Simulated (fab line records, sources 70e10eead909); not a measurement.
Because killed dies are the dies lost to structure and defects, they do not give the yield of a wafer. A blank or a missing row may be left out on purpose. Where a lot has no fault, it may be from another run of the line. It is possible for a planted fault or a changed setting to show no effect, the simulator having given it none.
Chamber matching || flow nand_harc || NHARC_A_BLC_CMP_25 on cmp-03 has 4 sister chambers
The step polishes, t overpolish 30 s, target thk 150 nm. 8 wafers are shown with their chamber, then 7 later ones without.

## WAFERS WITH THEIR CHAMBER
{"wafer": "L262.6", "chamber": 0, "motor_current_A (A)": 12.8, "retaining_ring_pressure_frac": 0.998}
{"wafer": "L263.1", "chamber": 0, "motor_current_A (A)": 12.1, "retaining_ring_pressure_frac": 1.002}
{"wafer": "L263.2", "chamber": 1, "motor_current_A (A)": 10.5, "retaining_ring_pressure_frac": 1.002}
{"wafer": "L264.3", "chamber": 2, "motor_current_A (A)": 14.7, "retaining_ring_pressure_frac": 1.006}
{"wafer": "L264.5", "chamber": 3, "motor_current_A (A)": 12.1, "retaining_ring_pressure_frac": 1.006}
{"wafer": "L264.6", "chamber": 2, "motor_current_A (A)": 15.9, "retaining_ring_pressure_frac": 1.006}
{"wafer": "L267.1", "chamber": 1, "motor_current_A (A)": 10.9, "retaining_ring_pressure_frac": 0.997}
{"wafer": "L267.4", "chamber": 3, "motor_current_A (A)": 11.9, "retaining_ring_pressure_frac": 0.999}

## WAFERS WITHOUT THEIR CHAMBER
{"wafer": "L267.5", "motor_current_A (A)": 11.9, "retaining_ring_pressure_frac": 0.997}
{"wafer": "L277.1", "motor_current_A (A)": 14.7, "retaining_ring_pressure_frac": 1.003}
{"wafer": "L277.4", "motor_current_A (A)": 10.8, "retaining_ring_pressure_frac": 0.999}
{"wafer": "L277.6", "motor_current_A (A)": 14.9, "retaining_ring_pressure_frac": 0.994}
{"wafer": "L278.2", "motor_current_A (A)": 12.5, "retaining_ring_pressure_frac": 1.003}
{"wafer": "L278.3", "motor_current_A (A)": 11.9, "retaining_ring_pressure_frac": 1.004}
{"wafer": "L278.5", "motor_current_A (A)": 12.0, "retaining_ring_pressure_frac": 1.001}

## THE CHAMBER EACH PASSED THROUGH
{"wafer": "L267.5", "from the rows above": "can't be placed: 0 or 3 or 1", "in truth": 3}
{"wafer": "L277.1", "from the rows above": 2, "in truth": 2}
{"wafer": "L277.4", "from the rows above": 1, "in truth": 1}
{"wafer": "L277.6", "from the rows above": "can't be placed: 2 or 0", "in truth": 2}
{"wafer": "L278.2", "from the rows above": "can't be placed: 0 or 3", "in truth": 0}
{"wafer": "L278.3", "from the rows above": "can't be placed: 3 or 0", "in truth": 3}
{"wafer": "L278.5", "from the rows above": "can't be placed: 3 or 0", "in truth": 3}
Correctly placed: 2 of 7. From these rows, 5 cannot be placed; in 5 the true chamber is one of the candidates. 0 placed wrongly.
How it was worked out, from the rows above alone: a wafer's distance from a chamber is the root of the sum, over the readings, of the square of ((its reading less the chamber's mean) divided by the reading's scatter). The wafer belongs to the nearest chamber; if the next one is less than 2 further off, it can't be placed. A chamber's mean is the mean of its shown wafers. The scatter is the square root of a quotient: the sum, over the shown wafers, of each reading's squared deviation from its chamber's mean, divided by wafers minus chambers.
